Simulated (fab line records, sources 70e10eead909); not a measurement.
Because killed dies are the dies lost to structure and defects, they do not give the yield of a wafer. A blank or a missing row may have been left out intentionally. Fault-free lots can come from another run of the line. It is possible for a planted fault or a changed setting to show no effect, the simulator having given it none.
Problem report, 8D (eight disciplines) form, completed by code	flow nand harc	the parts of the form that need people (team, actions taken, sign-off) are left out

## 1. THE ISSUE
oes product au at NHARC_P_CONTACT_ETCH_31 reads a mean of 0.669 a.u. on 2 wafers of 2 lots; wafers without a fault read 0.983 a.u. with a standard deviation of 0.01. That puts it -31 standard deviations away from the usual mean.
The step: etches the open film in CH3F/O2, target depth 30 nm, time 85.7 s.
First seen on wafer L179.5, day 8 22:30, on rie diel-03. The record has a number at this step for 39 wafers belonging to 13 lots. Rule for "out" (also "out of limits"): further than 4 standard deviations from the usual mean. The rest of the wafers with a number are treated as sound.

## 2. WHAT IT IS AND WHAT IT IS NOT
question	is	is not
which readings at this step	oes product au	drypump motor current A, rf vpp V, showerhead plenum p Torr, throttle valve pct
which lots	L179, L181	L167, L168, L169, L171, L173, L175, L176, L178, L182, L184, L189
which wafers of those lots	L179.5, L181.2	L179.2, L179.3, L181.4, L181.5
read on which tools	rie diel-03	rie diel-04, rie diel-10
when	from day 8 22:30	up to then (26 sound wafers); but 11 sound wafers of L181, L182, L184, L189 came after

## 3. THE SUSPECTS, EACH WITH WHAT RULES IT OUT
Counting: if a tool at a process step up to the reading ran every lot that is out, it stays a suspect. Sound lots after the first of them don't rule it out here, since some wafers of a struck lot are sound.
- plasma asher-01 at NHARC_P_GATE_STRIP_95 (strips in O2): kept. It processed each lot that is out (first: L179, day 8 17:56); up to then, its last sound lot is L178 (day 8 17:10).
- rie diel-03 at NHARC_P_CONTACT_ETCH_31 (etches the open film in CH3F/O2, target depth 30 nm, time 85.7 s): kept. It processed each lot that is out (first: L179, day 8 22:30); up to then, its last sound lot is L178 (day 8 21:33). Its own readings are out on those wafers: oes product au.
- In rie diel-03 at NHARC_P_CONTACT_ETCH_31, the wafers that are out were processed in chamber 2 and their sound lot-mates in chambers 0, 1, 3.
After counting, plasma asher-01 at NHARC_P_GATE_STRIP_95 and rie diel-03 at NHARC_P_CONTACT_ETCH_31 remain.

## 4. THE CAUSE (what the simulator had put in)
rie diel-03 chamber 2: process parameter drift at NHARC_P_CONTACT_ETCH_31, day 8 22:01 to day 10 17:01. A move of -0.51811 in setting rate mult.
This tool is one of the 2 suspects left after counting.

## 5. THE EFFECT CHAIN, in route order
Each row: a reading where the mean over the struck wafers with a number is more than 3 standard deviations away from the usual. Readings are gone through only where the record gives a usual standard deviation; hours: the median, over the lots, of the time from a lot's start at the first step in this table giving one to that lot's start at this step; sigmas: the change measured in usual standard deviations.
hours	step	reading	usual	on struck wafers	change	sigmas
0	NHARC_P_CONTACT_ETCH_31	oes product au	0.983 a.u.	0.669	-0.314	-31
The process steps in it:
- NHARC_P_CONTACT_ETCH_31: etches the open film in CH3F/O2, target depth 30 nm, time 85.7 s.

## 6. HOW IT WOULD HAVE BEEN CAUGHT EARLIER
In this record the first reading out of limits was taken at day 8 22:30, 0 hours after the fault began at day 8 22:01.
